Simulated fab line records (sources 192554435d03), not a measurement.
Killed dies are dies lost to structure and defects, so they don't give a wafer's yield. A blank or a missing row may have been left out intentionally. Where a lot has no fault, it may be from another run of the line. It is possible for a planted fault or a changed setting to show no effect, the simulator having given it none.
The tool behind it: which one? | flow n5Finfet | 9 lots with 25 wafers sampled at 5 steps, on a route of 1938 steps

WHAT THE GAUGES SHOWED, per wafer
N5_BEOL_M4_RC_MEAS_101.
lot  | measured     | on        | VT_N_LONG (mV)
L319 | day 8 23:19  | prober-02 | 273.4 275.9 273.9
L324 | day 9 09:58  | prober-02 | 275.8 273.4 273.1
L325 | day 10 07:19 | prober-01 | 273.9 274.9 274.0
L326 | day 10 11:02 | prober-01 | 277.3 273.6 274.2
L328 | day 10 13:52 | prober-01 | 273.6 274.7 274.2
L329 | day 11 20:26 | prober-02 | 273.7 275.0 273.9
L337 | day 13 08:45 | prober-02 | 355.9 271.9 354.8
L339 | day 13 09:24 | prober-01 | 275.0 356.6
L341 | day 14 20:04 | prober-01 | 275.0 354.3

TOOL THAT RAN EACH LOT (tool first, then ch and the chambers of the sampled wafers, then the start)
lot  | N5_HKMG_FIN_ETCH_35              | N5_HKMG_FIN_NWFM_ALD_20           | N5_HKMG_FIN_ALD_72           | N5_HKMG_FIN_CMP_94
L319 | rieDiel-06 ch 1,2,3, day 4 12:56 | aldMetal-03 ch 0,3, day 4 14:38   | cvdW-02 ch 0,1, day 4 16:15  | cmp-04 ch 1,2,3, day 4 16:54
L324 | rieDiel-01 ch 0,1, day 5 16:56   | aldMetal-03 ch 2,3, day 5 18:35   | cvdW-02 ch 0,1, day 5 20:10  | cmp-01 ch 2,3, day 5 20:47
L325 | rieDiel-06 ch 0,2,3, day 5 23:01 | aldMetal-03 ch 0,2,3, day 6 00:40 | cvdW-01 ch 0,1, day 6 02:12  | cmp-03 ch 0,1,2, day 6 02:53
L326 | rieDiel-01 ch 1,2,3, day 6 09:16 | aldMetal-04 ch 0,1, day 6 10:55   | cvdW-01 ch 0,1, day 6 12:32  | cmp-04 ch 0,1,2, day 6 13:14
L328 | rieDiel-05 ch 1,2,3, day 6 17:47 | aldMetal-01 ch 0,1, day 6 19:26   | cvdW-02 ch 0,1, day 6 21:04  | cmp-01 ch 0,2, day 6 21:43
L329 | rieDiel-05 ch 0,1, day 7 09:07   | aldMetal-01 ch 0,1, day 7 10:47   | cvdW-01 ch 0,1, day 7 12:23  | cmp-04 ch 0,2,3, day 7 13:05
L337 | rieDiel-05 ch 0,1,2, day 8 21:28 | aldMetal-03 ch 1,2,3, day 8 23:08 | cvdW-02 ch 0,1, day 9 00:41  | cmp-03 ch 0,1,3, day 9 01:22
L339 | rieDiel-06 ch 3, day 9 10:14     | aldMetal-03 ch 0,3, day 9 11:54   | cvdW-02 ch 0,1, day 9 13:30  | cmp-03 ch 1,3, day 9 14:17
L341 | rieDiel-05 ch 0,2, day 10 01:36  | aldMetal-03 ch 0,1, day 10 03:30  | cvdW-02 ch 0,1, day 10 05:02 | cmp-04 ch 1,3, day 10 05:43
- N5_HKMG_FIN_ETCH_35: etches SOC in N2/H2, target depth 215.8 nm, time 243.4 s.
- N5_HKMG_FIN_NWFM_ALD_20: deposits TiAlC, target thk 2 nm, pulse time 3 s, purge time 2 s.
- N5_HKMG_FIN_ALD_72: deposits W, target thk 2 nm, pulse time 1 s, purge time 2 s.
- N5_HKMG_FIN_CMP_94: polishes, stops on SiNx, t overpolish 4.7 s, target thk 43.299 nm.

THE ANSWER, worked out from the rows above alone
Rule: what is usual is taken from the lots themselves. The widest of any qualifying gaps counts: lots, ordered by their means at a reading, are off when they make up no more than a third of the lots, leave a main group of 4 or more, and stand apart from it by 3 or more times the standard deviation of that group's means. Not used: any main group whose means are identical at the precision the tables above print for the reading. A lot without any number at a reading at which 4 lots or more have one is off too. Any other lot the step has rows for is counted as sound.
Off: at N5_BEOL_M4_RC_MEAS_101 (VT_N_LONG), L337, L339, L341. The main group: mean 274.4 mV, standard deviation 0.31.
If a tool, at a process step before that reading, ran all the lots that are off and no sound lot after the first of them, it fits. The gauges at N5_BEOL_M4_RC_MEAS_101 are tried like those tools. This does not decide it: 2 tools fit, namely aldMetal-03 at N5_HKMG_FIN_NWFM_ALD_20 and cvdW-02 at N5_HKMG_FIN_ALD_72.

WHAT WAS PUT IN BY THE SIMULATOR
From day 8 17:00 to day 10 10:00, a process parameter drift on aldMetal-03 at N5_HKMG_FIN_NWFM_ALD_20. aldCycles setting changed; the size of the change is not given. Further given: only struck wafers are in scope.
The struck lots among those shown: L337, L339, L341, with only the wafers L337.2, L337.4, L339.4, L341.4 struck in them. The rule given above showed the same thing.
